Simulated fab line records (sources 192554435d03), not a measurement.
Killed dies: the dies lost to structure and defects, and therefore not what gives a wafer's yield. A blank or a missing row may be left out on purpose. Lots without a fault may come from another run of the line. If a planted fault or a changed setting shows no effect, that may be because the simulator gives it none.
Split-lot study :: flow n5-finfet :: route with 1938 steps; 7 lots, 21 wafers read

SPLIT DETAILS
At N5_SD_EPI_P_ETCH_36 (etches SiARC in CF4, target depth 45.5 nm, time 75.8 s), the setting bias-w was moved away from the recipe's 36 W on 2 of the 21 wafers read, by +5.7% to +11.7%. All remaining wafers had this setting at the recipe value.

The reading comes from the split's own step.

THE READING
rf-vpp-V, in V, at N5_SD_EPI_P_ETCH_36 (etches SiARC in CF4, target depth 45.5 nm, time 75.8 s). Typical for fault-free wafers on this fab line: 184.3 V, with standard deviation 1.2 V.

wafer: L076.3
tool, chamber at the split: rie-diel-06, 1
bias-w as run, W: 36
against the recipe: recipe
rf-vpp-V, V: 184.4
against lot-mates on the recipe: -

wafer: L076.4
tool, chamber at the split: rie-diel-06, 2
bias-w as run, W: 36
against the recipe: recipe
rf-vpp-V, V: 184.4
against lot-mates on the recipe: -

wafer: L076.6
tool, chamber at the split: rie-diel-06, 3
bias-w as run, W: 36
against the recipe: recipe
rf-vpp-V, V: 184.1
against lot-mates on the recipe: -

wafer: L080.1
tool, chamber at the split: rie-diel-06, 3
bias-w as run, W: 36
against the recipe: recipe
rf-vpp-V, V: 184.7
against lot-mates on the recipe: -

wafer: L080.3
tool, chamber at the split: rie-diel-06, 0
bias-w as run, W: 36
against the recipe: recipe
rf-vpp-V, V: 182.3
against lot-mates on the recipe: -

wafer: L080.5
tool, chamber at the split: rie-diel-06, 1
bias-w as run, W: 36
against the recipe: recipe
rf-vpp-V, V: 183.9
against lot-mates on the recipe: -

wafer: L081.1
tool, chamber at the split: rie-diel-02, 1
bias-w as run, W: 36
against the recipe: recipe
rf-vpp-V, V: 185.1
against lot-mates on the recipe: -

wafer: L081.2
tool, chamber at the split: rie-diel-02, 2
bias-w as run, W: 36
against the recipe: recipe
rf-vpp-V, V: 184.4
against lot-mates on the recipe: -

wafer: L081.4
tool, chamber at the split: rie-diel-02, 0
bias-w as run, W: 36
against the recipe: recipe
rf-vpp-V, V: 185.8
against lot-mates on the recipe: -

wafer: L084.2
tool, chamber at the split: rie-diel-06, 0
bias-w as run, W: 36
against the recipe: recipe
rf-vpp-V, V: 183.1
against lot-mates on the recipe: -

wafer: L084.3
tool, chamber at the split: rie-diel-06, 3
bias-w as run, W: 36
against the recipe: recipe
rf-vpp-V, V: 185.5
against lot-mates on the recipe: -

wafer: L084.4
tool, chamber at the split: rie-diel-06, 2
bias-w as run, W: 36
against the recipe: recipe
rf-vpp-V, V: 185.9
against lot-mates on the recipe: -

wafer: L085.1
tool, chamber at the split: rie-diel-02, 2
bias-w as run, W: 36
against the recipe: recipe
rf-vpp-V, V: 183.3
against lot-mates on the recipe: -

wafer: L085.2
tool, chamber at the split: rie-diel-02, 1
bias-w as run, W: 38.06
against the recipe: +5.7%
rf-vpp-V, V: 192.3
against lot-mates on the recipe: +7.9

wafer: L085.4
tool, chamber at the split: rie-diel-02, 0
bias-w as run, W: 36
against the recipe: recipe
rf-vpp-V, V: 185.5
against lot-mates on the recipe: -

wafer: L093.2
tool, chamber at the split: rie-diel-06, 2
bias-w as run, W: 36
against the recipe: recipe
rf-vpp-V, V: 184.8
against lot-mates on the recipe: -

wafer: L093.3
tool, chamber at the split: rie-diel-06, 1
bias-w as run, W: 40.21
against the recipe: +11.7%
rf-vpp-V, V: 196.7
against lot-mates on the recipe: +11.8

wafer: L093.5
tool, chamber at the split: rie-diel-06, 3
bias-w as run, W: 36
against the recipe: recipe
rf-vpp-V, V: 185.1
against lot-mates on the recipe: -

wafer: L095.1
tool, chamber at the split: rie-diel-04, 3
bias-w as run, W: 36
against the recipe: recipe
rf-vpp-V, V: 183.3
against lot-mates on the recipe: -

wafer: L095.2
tool, chamber at the split: rie-diel-04, 0
bias-w as run, W: 36
against the recipe: recipe
rf-vpp-V, V: 183.2
against lot-mates on the recipe: -

wafer: L095.5
tool, chamber at the split: rie-diel-04, 3
bias-w as run, W: 36
against the recipe: recipe
rf-vpp-V, V: 184.7
against lot-mates on the recipe: -

THE FIT
A straight line over all 21 wafers: rf-vpp-V changes by +1.11 V for each +1% of bias-w; r = +0.95; the points scatter about the line by 1.1 V.
The same after taking each lot's own level away (the mean of its wafers on the recipe; 21 wafers): +1.07 V for each +1%; r = +0.96; scatter 0.92 V.
On that fit, the largest move of bias-w shifts the reading by 13 V.
Across the lots, their own levels run from 183.63 to 185.10 V, a range of 1.2 times the standard deviation given above.
The two slopes are in agreement: the lot-to-lot level therefore moves the slope only a little.
Check: with one of the wafers moved furthest among these (+11.7%) left out of the fit, the line predicts +16.1 V for it against its lot-mates. Against them it came out at +11.8 V.
Tool readings at the split's step, against how far the setting was moved: rf-vpp-V r = +0.95.

FURTHER SPLITS ON THESE WAFERS
Other splits were also applied to these wafers ahead of the reading. Each is held against what the fit with the lots' levels taken away leaves over:
other split on the same wafers: N5_PMOS_HMC_CHANNEL_EPI_COAT_31 spin-rpm
wafers away from the commonest value: 3
r with rf-vpp-V (lot level and that fit taken away): +0.07

other split on the same wafers: N5_PMOS_HMC_CHANNEL_EPI_PEB_07 peb-time-s
wafers away from the commonest value: 9
r with rf-vpp-V (lot level and that fit taken away): +0.13

other split on the same wafers: N5_FIN_CUT_COAT_02 spin-rpm
wafers away from the commonest value: 5
r with rf-vpp-V (lot level and that fit taken away): -0.04

other split on the same wafers: N5_DUMMY_GATE_CVD_03 temp-c
wafers away from the commonest value: 15
r with rf-vpp-V (lot level and that fit taken away): -0.21

other split on the same wafers: N5_DUMMY_GATE_COAT_09 spin-rpm
wafers away from the commonest value: 5
r with rf-vpp-V (lot level and that fit taken away): -0.30

other split on the same wafers: N5_SD_EPI_N_COAT_33 spin-rpm
wafers away from the commonest value: 7
r with rf-vpp-V (lot level and that fit taken away): +0.13

other split on the same wafers: N5_SD_EPI_P_COAT_34 spin-rpm
wafers away from the commonest value: 6
r with rf-vpp-V (lot level and that fit taken away): +0.15

FILE'S OWN FIT
rf-vpp-V changes by +1.07 V for each +1% of bias-w, r = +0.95.
